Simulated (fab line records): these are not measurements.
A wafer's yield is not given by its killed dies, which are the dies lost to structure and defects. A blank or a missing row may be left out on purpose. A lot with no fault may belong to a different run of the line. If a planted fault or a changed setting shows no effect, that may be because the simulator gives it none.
A lot that was struck, set against a sound lot ; flow nandHarc ; 40 out of 1302 route steps
Sound: these wafers, L466.1, L466.2, L466.5. Struck: wafer L475.4. (L475.2, L475.6 of the same lot were not struck and are left out.) The cause comes at the end.
Each step with rows lists, per side, the tool, then ch with its chambers, then its first start. Under that, the readings that differ: sound wafers ; struck wafers ; difference of the means ; sigmas: that difference in standard deviations of wafers without a fault.
alike: readings whose means differ by less than 2 such deviations, and words and numbers that are the same on both sides. not compared: withheld readings, readings that some wafer has no value for, bounds like >300 that may hide the same value, and numbers for which the record gives no deviation and whose values overlap.
A row with sigmas, a row that says differs or no value, or rows on one side alone: a step with any of these is where the two part. Non-overlapping numbers with no deviation appear without sigmas and do not part them. Lack of a reading on every wafer of one side parts them only where that side has two or more wafers.

NHARC_P_CONTACT_CD_MEAS_19:
  sound: cdSem-03 at day 9 04:05; struck: cdSem-03 at day 12 15:52
  alike: cdNm
then, 9 steps without rows for these wafers: NHARC_P_CONTACT_STRIP_28 (strips in O2); NHARC_P_CONTACT_STRIP_29 (strips in post etch residue remover, time 1200 s); NHARC_P_CONTACT_DEGAS_38 (time 60 s); NHARC_P_CONTACT_PRE_CLEAN_39 (time 19.5 s); NHARC_P_CONTACT_PVD_32 (deposits Ti, target thk 5 nm, time 17.7 s); NHARC_P_CONTACT_ALD_22 (deposits TiN, target thk 3 nm, pulse time 1 s, ald cycles 150); NHARC_P_CONTACT_CVD_23 (deposits W, target thk 200 nm, time 557 s); NHARC_P_CONTACT_CMP_24 (polishes, t overpolish 30 s, target thk 200 nm); NHARC_P_CONTACT_SRD_26.
NHARC_P_CONTACT_INSPECT_27:
  sound: defectInspect-01 at day 9 06:18; struck: defectInspect-02 at day 12 18:05
  alike: rawDefectCount
NHARC_P_M0_DEP_00: deposits SiOC, target thk 150 nm.
  sound on pecvd-03 ch 0,1, day 9 06:22; struck on pecvd-01 ch 1, day 12 18:14
  alike: showerheadVppV
then, 9 steps without rows for these wafers: NHARC_P_M0_DEHYDRATE_01 (time 120 s); NHARC_P_M0_HMDS_02 (time 30 s); NHARC_P_M0_COAT_33 (time 65 s); NHARC_P_M0_COAT_03 (resist thk 90 nm); NHARC_P_M0_SOFTBAKE_04 (time 55 s); NHARC_P_M0_EBR_05; NHARC_P_M0_EXPOSE_06 (exposes mask P M0, target cd 90 nm); NHARC_P_M0_PEB_07 (peb time 65 s); NHARC_P_M0_DEVELOP_08 (develop time 35 s).
NHARC_P_M0_CD_MEAS_09 targets a cd of 90 nm.
  sound on cdSem-03 ch 0, day 9 07:12; struck on cdSem-01 ch 0, day 12 18:52
  alike: cdNm
NHARC_P_M0_OVL_MEAS_10: pitch 180 nm.
  sound: overlay-02 at day 9 07:17; struck: overlay-02 at day 12 18:57
  alike: overlayXNm, overlayYNm
NHARC_P_M0_INSPECT_11:
  sound: defectInspect-02 at day 9 07:19; struck: defectInspect-02 at day 12 18:59
  alike: rawDefectCount
then, 1 step without rows for these wafers: NHARC_P_M0_DESCUM_14 (chemistry O2, time 3 s).
NHARC_P_M0_ETCH_34: etches the open film in N2/H2, target depth 40 nm, overetch 12 nm, time 43.94 s.
  sound on rieDiel-12 ch 0,2, day 9 07:34; struck on rieDiel-05 ch 2, day 12 19:10
  alike: drypumpMotorCurrentA, oesProductAu, rfVppV, showerheadPlenumPTorr, throttleValvePct
  not compared: rfHoursCounterH
then, 1 step without rows for these wafers: NHARC_P_M0_ETCH_15 (etches the open film in C4F8/Ar, target depth 150 nm, overetch 15 nm, time 82.5 s).
NHARC_P_M0_CD_MEAS_16:
  sound: cdSem-01 at day 9 07:48; struck: cdSem-01 at day 12 19:26
  alike: cdNm
NHARC_P_M0_STRIP_18: strips in N2/H2.
  sound on rieDiel-12 ch 2,3, day 9 07:55; struck on rieDiel-05 ch 1, day 12 19:34
reading;sound;struck;difference;sigmas
rfVppV (V);89.8 89.1 90.2;92.2;+2.5;+2
showerheadPlenumPTorr (Torr);1.98 1.90 1.90;2.17;+0.24;+2
  alike: drypumpMotorCurrentA, oesProductAu, throttleValvePct
  not compared: rfHoursCounterH
then, 2 steps without rows for these wafers: NHARC_P_M0_STRIP_19 (strips in post etch residue remover, time 600 s); NHARC_P_M0_DEGAS_28 (time 60 s).
NHARC_P_M0_PRE_CLEAN_29: time 30 s.
  sound on pvdSputter-02; struck on pvdSputter-03
  alike: heaterPowerW
then, 1 step without rows for these wafers: NHARC_P_M0_PVD_20 (deposits TaN, target thk 5 nm, time 8.06 s).
NHARC_P_M0_PVD_21: deposits Cu, target thk 30 nm, time 20.49 s.
  sound on pvdSputter-02; struck on pvdSputter-03
  alike: throttleValvePct
then, 1 step without rows for these wafers: NHARC_P_M0_ECD_22 (material Cu, target thk 400 nm).
NHARC_P_M0_ANNEAL_30: time 90 s.
  sound on rtpAnneal-02 ch 0, day 9 09:14; struck on rtpAnneal-01 ch 0, day 12 20:50
  alike: wafer_temp_C_max
then, 2 steps without rows for these wafers: NHARC_P_M0_CMP_23 (polishes, t overpolish 20 s, target thk 117.54 nm); NHARC_P_M0_SRD_25.
NHARC_P_M0_INSPECT_27:
  sound: defectInspect-01 at day 9 10:02; struck: defectInspect-02 at day 12 21:37
  alike: rawDefectCount
-- break in the record here, with 18 days between the starts of the struck wafers on either side (left off in module P_M0, picked up again in module END, where the first step shown is number 1302 on the route) --
NHARC_END_SORT_01:
  here the record holds rows for the struck wafers (prober-01 ch 0, day 30 11:38) but none for the sound ones

WHERE THEY PART
First at NHARC_P_M0_STRIP_18; last, within this record, at NHARC_END_SORT_01.

WHY: whatever the simulator had introduced
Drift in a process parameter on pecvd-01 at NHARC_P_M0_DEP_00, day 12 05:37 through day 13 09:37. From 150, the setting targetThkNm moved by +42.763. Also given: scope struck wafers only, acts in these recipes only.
